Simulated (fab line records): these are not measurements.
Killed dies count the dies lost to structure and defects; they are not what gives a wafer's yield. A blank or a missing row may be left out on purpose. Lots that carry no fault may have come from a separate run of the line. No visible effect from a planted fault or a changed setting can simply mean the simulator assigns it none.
fab line records	flow nandHarc
record lots=5	wafers=15	lastDay=33
route steps=1302 shown P_ZERO_WELL@14 END@1302
lots untouched by any fault: they come from a run of this same line in which no faults occurred
startH: start of the lot's first displayed wafer, in hours after the record's first day	waitH: time in hours since the lot's previous step	" repeats the value in the row above	L1.1+2: a row that stands for several wafers	- no value, or no start was given	* or withheld: withheld	< > ~ a bound
route shown NAME@n: NAME is a module with steps in the file, n the number in the route of the first one	usual: average and standard deviation across the fault-free wafers	same: alike in all rows	chamber/n: place in a boat	sites: per-site readings	_std_site: their standard deviation	_edge_site: mean of outer sites minus mean of inner sites	radiusMm: how far each site lies from the wafer's centre	mask NAME#n: copy n	behind: the last tool/chamber to shape the wafer	hold: why the lot went on hold/how many hours it stayed there/how the hold came to an end	device: whichever transistor did not switch (one of n, p or np)	end of line: the same wafers' tests at the end of the route	a step with no rows: only its recipe	killed: dies lost to structure and defects at the first sort, not the wafer's yield	map: the dies of a wafer, with x for killed, . for not killed, _ for no die there
set.NAME: the run value of the setting; set.NAME@STEP: its run value at that earlier step	model.NAME: the simulator's own value behind a step, which no gauge read
lots at some steps of the route; a table a step, a row a wafer
services: a tool's chamber out of use, with start hour (startH, from the record's first day; less than 0 if before it), hours out, and reason
## steps
# step NHARC_P_ZERO_WELL_CD_MEAS_11
# recipe targetCdNm=500	landingEnergyEv=500
# usual cdNm=498/3.2
lot.wafer	tool	chamber	startH	waitH	cdNm
L298.3	cdSem-03	0	41.24	-	503
L298.4	"	0	"	"	495
L298.6	"	0	"	"	500
L299.1	cdSem-02	0	51.24	-	504
L299.5	"	0	"	"	498
L299.6	"	0	"	"	500
L307.1	cdSem-02	0	131.23	-	497
L307.3	"	0	"	"	502
L307.4	"	0	"	"	503
L310.1	cdSem-02	0	161.25	-	493
L310.4	"	0	"	"	492
L310.5	"	0	"	"	496
L318.1	cdSem-02	0	241.25	-	499
L318.3	"	0	"	"	494
L318.5	"	0	"	"	501
# step NHARC_P_ZERO_WELL_HARDBAKE_12
# recipe tempC=118	timeS=65
# step NHARC_P_ZERO_WELL_DESCUM_13
# recipe timeS=3	o2FlowSccm=200	arFlowSccm=0	biasPowerW=0	chemistry=O2
# usual drypumpMotorCurrentA=5.7/0.45	oesProductAu=1.002/0.014	rfVppV=57.7/0.94	showerheadPlenumPTorr=1.90/0.1	throttleValvePct=11.312/0.0094
# same timeS=3
lot.wafer	tool	chamber	startH	waitH	drypumpMotorCurrentA	oesProductAu	rfHoursCounterH	rfVppV	showerheadPlenumPTorr	throttleValvePct
L298.4	rieDiel-01	0	41.40	-	4.7	0.994	3	57.3	1.95	11.323
L298.3	"	2	"	"	5.9	0.974	1	57.0	1.78	11.304
L298.6	"	3	"	"	5.6	0.992	-	58.7	2.08	11.306
L299.1	rieDiel-10	3	51.50	-	5.9	0.984	45	56.3	2.01	11.319
L299.5	"	1	"	"	5.8	1.016	-	58.5	1.96	11.327
L299.6	"	0	"	"	5.4	0.996	-	58.9	1.78	11.311
L307.1	rieDiel-10	1	131.39	-	5.7	1.020	18	57.2	1.95	11.318
L307.3	"	3	"	"	6.0	0.999	19	59.3	2.00	11.300
L307.4	"	0	"	"	5.4	1.022	17	57.1	1.77	11.312
L310.4	rieDiel-01	1	161.51	-	6.1	0.999	40	58.0	1.91	11.304
L310.1	"	2	"	"	5.9	0.957	39	56.4	1.76	11.310
L310.5	"	0	"	"	4.7	1.007	-	58.5	1.94	11.317
L318.3	rieDiel-01	2	241.43	-	5.9	0.990	10	59.3	2.07	11.308
L318.1	"	3	"	"	5.7	1.010	12	58.5	2.06	11.306
L318.5	"	1	"	"	6.1	1.022	-	57.6	1.90	11.309
# step NHARC_P_ZERO_WELL_ETCH_65
# recipe targetDepthA=800	overetchA=240	timeS=87.88	ionEnergyEv=200	n2FlowSccm=150	h2FlowSccm=150	arFlowSccm=0	rfW=400	biasW=150	chemistry=N2/H2
# usual biasW=150.0/0.45	drypumpMotorCurrentA=5.7/0.44	oesProductAu=1.004/0.013	rfVppV=430/3.2	showerheadPlenumPTorr=2.03/0.11	throttleValvePct=14.170/0.0086
# same timeS=87.88
lot.wafer	tool	chamber	startH	waitH	biasW	drypumpMotorCurrentA	oesProductAu	rfHoursCounterH	rfVppV	showerheadPlenumPTorr	throttleValvePct
L298.3	rieDiel-01	0	41.51	0.1	150.2	4.7	1.008	3	433	2.08	14.171
L298.4	"	1	"	"	150.3	6.0	1.000	1	431	2.04	14.174
L298.6	"	1	"	"	150.7	6.1	0.985	-	432	2.04	14.168
L299.1	rieDiel-10	1	51.90	0.4	149.9	5.7	1.013	50	434	2.09	14.160
L299.5	"	0	"	"	149.8	5.4	1.000	-	426	1.89	14.174
L299.6	"	3	"	"	149.6	5.9	0.990	-	433	2.15	14.163
L307.1	rieDiel-10	3	131.48	0.1	150.2	5.9	1.001	19	433	2.14	14.166
L307.4	"	0	"	"	150.4	5.5	1.016	17	424	1.88	14.180
L307.3	"	1	"	"	149.7	5.8	1.025	18	431	2.08	14.184
L310.1	rieDiel-01	1	161.60	0.1	151.0	6.1	1.012	40	430	2.03	14.180
L310.4	"	0	"	"	149.9	4.7	1.012	47	433	2.07	14.180
L310.5	"	2	"	"	149.8	5.9	0.976	-	427	1.88	14.168
L318.1	rieDiel-01	1	241.51	0.1	149.8	6.1	1.020	10	430	2.02	14.157
L318.3	"	2	"	"	150.0	5.9	0.990	10	434	2.21	14.177
L318.5	"	3	"	"	149.8	5.7	1.004	-	436	2.20	14.165
# step NHARC_P_ZERO_WELL_ETCH_62
# recipe targetDepthA=130	timeS=6.5	chf3FlowSccm=50	arFlowSccm=200	rfW=500	biasW=200	chemistry=CHF3/Ar
# usual biasW=199.9/0.61	drypumpMotorCurrentA=5.7/0.43	oesProductAu=0.961/0.02	rfVppV=370.3/2.7	showerheadPlenumPTorr=2.33/0.12	throttleValvePct=20.217/0.0095
# same timeS=6.5
lot.wafer	tool	chamber	startH	waitH	biasW	drypumpMotorCurrentA	oesProductAu	rfHoursCounterH	rfVppV	showerheadPlenumPTorr	throttleValvePct
L298.3	rieDiel-01	1	-	-	200.1	6.1	0.951	1	370.2	2.35	20.220
L298.4	"	2	"	"	201.1	5.9	0.944	1	366.7	2.18	20.237
L298.6	"	1	"	"	199.5	6.1	0.955	-	371.0	2.35	20.220
L299.1	rieDiel-10	0	-	-	199.5	5.4	0.924	45	368.3	2.18	20.211
L299.6	"	3	"	"	199.6	6.0	0.923	-	372.4	2.46	20.215
L299.5	"	0	"	"	199.4	5.4	0.926	-	367.9	2.18	20.221
L307.1	rieDiel-10	1	-	-	199.7	5.8	0.977	18	370.6	2.39	20.220
L307.3	"	2	"	"	199.4	5.4	0.958	21	369.2	2.21	20.221
L307.4	"	0	"	"	199.9	5.5	0.981	17	365.8	2.17	20.209
L310.1	rieDiel-01	3	-	-	198.2	5.7	0.934	35	373.1	2.52	20.222
L310.4	"	0	"	"	200.9	4.8	0.944	47	371.8	2.37	20.209
L310.5	"	3	"	"	199.5	5.7	0.923	-	375.6	2.52	20.211
L318.3	rieDiel-01	2	-	-	200.8	5.9	0.941	11	375.2	2.53	20.219
L318.1	"	1	"	"	201.1	6.0	0.966	10	369.4	2.33	20.195
L318.5	"	3	"	"	198.8	5.6	0.971	-	373.4	2.51	20.237
# step NHARC_P_ZERO_WELL_ETCH_63
# recipe targetDepthA=1200	timeS=40.1	hbrFlowSccm=150	cl2FlowSccm=50	rfW=400	icpW=400	biasW=100	chemistry=HBr/Cl2
# usual biasW=99.98/0.28	drypumpMotorCurrentA=5.9/0.42	oesProductAu=0.998/0.012	throttleValvePct=26.406/0.0096
# same timeS=40.1
lot.wafer	tool	chamber	startH	waitH	biasW	drypumpMotorCurrentA	oesProductAu	rfHoursCounterH	throttleValvePct
L298.4	rieSi-06	1	41.69	-	99.90	5.8	0.996	0.9	26.396
L298.3	"	2	"	"	100.09	6.5	0.997	1.0	26.416
L298.6	"	1	"	"	99.95	5.8	0.998	-	26.393
L299.1	rieSi-05	1	52.42	-	99.72	6.2	0.999	0.5	26.416
L299.5	"	1	"	"	99.68	6.2	1.000	-	26.384
L299.6	"	2	"	"	99.93	6.5	0.991	-	26.400
L307.3	rieSi-06	0	131.66	-	99.65	5.7	0.989	0.3	26.418
L307.1	"	1	"	"	100.51	5.8	1.010	0.3	26.409
L307.4	"	2	"	"	99.97	6.5	0.999	0.3	26.399
L310.1	rieSi-01	0	161.84	-	99.55	5.6	0.994	0.9	26.415
L310.4	"	2	"	"	100.10	5.6	0.997	0.8	26.410
L310.5	"	3	"	"	100.19	5.4	0.998	-	26.401
L318.1	rieSi-05	2	241.73	-	100.18	6.5	1.005	0.6	26.418
L318.3	"	3	"	"	99.98	5.0	0.992	0.7	26.399
L318.5	"	0	"	"	100.03	6.1	0.995	-	26.417
# step NHARC_P_ZERO_WELL_STRIP_15
# recipe timeS=900	tempC=130	chemistry=SPM
# step NHARC_P_ZERO_WELL_DEHYDRATE_16
# recipe tempC=150	timeS=120
# step NHARC_P_ZERO_WELL_HMDS_17
# recipe timeS=30
# step NHARC_P_ZERO_WELL_COAT_18
# recipe spinRpm=withheld
# step NHARC_P_ZERO_WELL_SOFTBAKE_19
# recipe tempC=122	timeS=95
# step NHARC_P_ZERO_WELL_EBR_20
# step NHARC_P_ZERO_WELL_EXPOSE_21
# recipe na=0.6	targetCdNm=720	doseMj=22.31	maskId=P_NWELL
# usual reticleTempC=23.00/0.1
lot.wafer	tool	chamber	startH	waitH	mask	reticleTempC
L298.3	krfScanner-02	0	42.47	-	P_NWELL#0	22.84
L298.4	"	0	"	"	P_NWELL#0	22.91
L298.6	"	0	"	"	P_NWELL#0	22.97
L299.1	krfScanner-04	0	53.19	-	P_NWELL#0	22.89
L299.5	"	0	"	"	P_NWELL#0	22.86
L299.6	"	0	"	"	P_NWELL#0	22.97
L307.1	krfScanner-02	0	132.43	-	P_HVPW#0	23.04
L307.3	"	0	"	"	P_HVPW#0	23.00
L307.4	"	0	"	"	P_HVPW#0	23.07
L310.1	krfScanner-03	0	162.59	-	P_NWELL#0	23.11
L310.4	"	0	"	"	P_NWELL#0	23.05
L310.5	"	0	"	"	P_NWELL#0	23.14
L318.1	krfScanner-04	0	242.47	-	P_NWELL#0	22.95
L318.3	"	0	"	"	P_NWELL#0	23.08
L318.5	"	0	"	"	P_NWELL#0	23.00
# step NHARC_P_ZERO_WELL_PEB_22
# recipe pebTempC=118	pebTimeS=85
# step NHARC_P_ZERO_WELL_DEVELOP_23
# recipe timeS=70
# step NHARC_P_ZERO_WELL_CD_MEAS_24
# recipe targetCdNm=720	landingEnergyEv=500
# usual cdNm=718/3.2
lot.wafer	tool	chamber	startH	waitH	cdNm
L298.3	cdSem-01	0	42.62	-	716
L298.4	"	0	"	"	716
L298.6	"	0	"	"	720
L299.1	cdSem-01	0	53.34	-	720
L299.5	"	0	"	"	712
L299.6	"	0	"	"	715
L307.1	cdSem-02	0	132.58	-	-
L307.3	"	0	"	"	-
L307.4	"	0	"	"	-
L310.1	cdSem-02	0	162.75	-	717
L310.4	"	0	"	"	717
L310.5	"	0	"	"	721
L318.1	cdSem-02	0	242.63	-	720
L318.3	"	0	"	"	717
L318.5	"	0	"	"	714
# step NHARC_P_ZERO_WELL_HARDBAKE_25
# recipe tempC=125	timeS=80
# step NHARC_END_SORT_01
# recipe tempC=25
# usual killedAtArray=58/22	killedAtOther=1.0/1.3	killedAtPeriphery=5/3.4	killedDies=64/22	killedOpen=3.6/1.8	killedShort=2.4/1.7
# same grossDies=677
lot.wafer	tool	chamber	startH	waitH	killedAtArray	killedAtOther	killedAtPeriphery	killedDies	killedOpen	killedShort
L307.1	prober-01	0	666.89	2.5	34	0	643	677	1	2
L307.3	prober-01	0	668.50	3.1	38	0	639	677	5	4
L307.4	prober-01	0	669.30	3.4	38	0	639	677	0	4
# killed by level:class
L307.1 P_ZERO_WELL:areaExpose=632 A_CHANNEL_HOLE_D2:chamberFilmFlake=13 P_GATE:chamberFilmFlake=8 A_CHANNEL_HOLE_D1:chamberFilmFlake=8 A_CONTACT:chamberFilmFlake=5 A_SGD_CUT:chamberFilmFlake=2 P_CONTACT:geometricParticle:short=1 A_SGD_CUT:geometricParticle:short=1
L307.3 P_ZERO_WELL:areaExpose=633 A_CHANNEL_HOLE_D2:chamberFilmFlake=18 A_SLIT:chamberFilmFlake=4 A_CONTACT:chamberFilmFlake=4 A_CHANNEL_HOLE_D1:chamberFilmFlake=3 P_CONTACT:geometricParticle:open=2 P_GATE:chamberFilmFlake=2 A_STAIRCASE:chamberFilmFlake=2
L307.4 P_ZERO_WELL:areaExpose=637 A_CHANNEL_HOLE_D2:chamberFilmFlake=21 A_CHANNEL_HOLE_D1:chamberFilmFlake=8 A_DECK1_JOINT:geometricParticle:short=2 A_WL_FILL:geometricParticle:short=2 P_GATE:chamberFilmFlake=2 A_SLIT:chamberFilmFlake=2 A_CONTACT:chamberFilmFlake=2
# map L307.1 (x killed, . not)
____________x____________
_________xxxxxxx_________
_______xxxxxxxxxxx_______
______xxxxxxxxxxxxx______
_____xxxxxxxxxxxxxxx_____
____xxxxxxxxxxxxxxxxx____
____xxxxxxxxxxxxxxxxx____
___xxxxxxxxxxxxxxxxxxx___
___xxxxxxxxxxxxxxxxxxx___
__xxxxxxxxxxxxxxxxxxxxx__
__xxxxxxxxxxxxxxxxxxxxx__
_xxxxxxxxxxxxxxxxxxxxxxx_
_xxxxxxxxxxxxxxxxxxxxxxx_
_xxxxxxxxxxxxxxxxxxxxxxx_
_xxxxxxxxxxxxxxxxxxxxxxx_
_xxxxxxxxxxxxxxxxxxxxxxx_
xxxxxxxxxxxxxxxxxxxxxxxxx
xxxxxxxxxxxxxxxxxxxxxxxxx
xxxxxxxxxxxxxxxxxxxxxxxxx
xxxxxxxxxxxxxxxxxxxxxxxxx
xxxxxxxxxxxxxxxxxxxxxxxxx
_xxxxxxxxxxxxxxxxxxxxxxx_
_xxxxxxxxxxxxxxxxxxxxxxx_
_xxxxxxxxxxxxxxxxxxxxxxx_
_xxxxxxxxxxxxxxxxxxxxxxx_
_xxxxxxxxxxxxxxxxxxxxxxx_
__xxxxxxxxxxxxxxxxxxxxx__
__xxxxxxxxxxxxxxxxxxxxx__
___xxxxxxxxxxxxxxxxxxx___
___xxxxxxxxxxxxxxxxxxx___
____xxxxxxxxxxxxxxxxx____
____xxxxxxxxxxxxxxxxx____
_____xxxxxxxxxxxxxxx_____
______xxxxxxxxxxxxx______
_______xxxxxxxxxxx_______
_________xxxxxxx_________
____________x____________
# map L298.6 (x killed, . not)
____________.____________
_________......._________
_______..........._______
______x.........x..______
_____..............._____
____..........x......____
____.................____
___...................___
___...................___
__.....................__
__.....................__
_......................._
_......................._
_.............xx.....x.._
_...........xxxx........_
_.........x.xx.........._
...........xxxxx.x.......
........xxx.xxx..........
............xx........x..
...............x....x....
...........xxxxx..x......
_............x.........._
_..................xxx.._
_......................._
_....................x.._
_..x.....x...x....x....._
__...........x.........__
__.........x.x.........__
___...........x.x.....___
___.........x.x.......___
____.................____
____...........x.x...____
_____........x......_____
______............x______
_______..........._______
_________......._________
____________.____________
## services
tool	chamber	startH	hours	kind
rieDiel-01	-	26.96	9.0	pm
krfScanner-04	-	39.11	0.2	repair
krfScanner-03	-	46.14	5.0	repair
rieDiel-10	2	51.32	7.3	repair
krfScanner-03	-	52.00	4.0	pm
rieDiel-10	-	62.49	1.7	repair
rieDiel-01	3	65.87	24.8	repair
rieDiel-10	-	68.50	9.0	pm
rieSi-06	-	72.00	9.0	pm
krfScanner-03	-	72.57	5.9	repair
krfScanner-03	-	82.59	2.0	repair
rieSi-01	1	85.74	7.0	repair
krfScanner-02	-	94.00	4.0	pm
rieDiel-01	1	98.51	6.8	repair
rieSi-01	1	98.94	12.4	repair
rieSi-05	-	128.00	9.0	pm
krfScanner-04	-	147.65	2.0	repair
rieDiel-01	3	163.66	8.1	repair
krfScanner-04	-	182.00	4.0	pm
krfScanner-02	-	185.57	1.2	repair
krfScanner-04	-	199.06	1.9	repair
rieDiel-01	-	203.96	9.0	pm
rieDiel-10	3	222.64	34.8	repair
krfScanner-04	-	239.83	1.5	repair
## key
firstSign step=NHARC_P_ZERO_WELL_EXPOSE_21	reading=mask	direction=changed
effect step=NHARC_P_ZERO_WELL_CD_MEAS_24	reading=cdNm	direction=missing
effect step=NHARC_END_SORT_01	reading=killedAtPeriphery	direction=up	sigmas=99+	usual=5	struck=640
moreKillsBornAt NHARC_P_ZERO_WELL_EXPOSE_21@krfScanner-02=1902
metAt NHARC_P_ZERO_WELL_EXPOSE_21
struckWafers L307.1,L307.3,L307.4
laterRowsLeftOut L307.1,L307.3,L307.4
testerLeftOut L307
onsetBetween 42.47 132.43
fault kind=wrongMask	tool=any	chamber=-	onsetH=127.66	steps=NHARC_P_ZERO_WELL_EXPOSE_21	auxCopy=P_HVPW#0	scope=struckLotsOnly
# testerLeftOut: of these lots the tester's yield and bins aren't shown, on N5 and GAA mostly nor the transistor test; their killed dies are dies lost to structure and defects alone, not to doping, threshold or leakage, so they don't give the yield
# laterRowsLeftOut: the simulator's readings of these wafers behind a module that went badly wrong aren't trusted and aren't shown, but for the sort
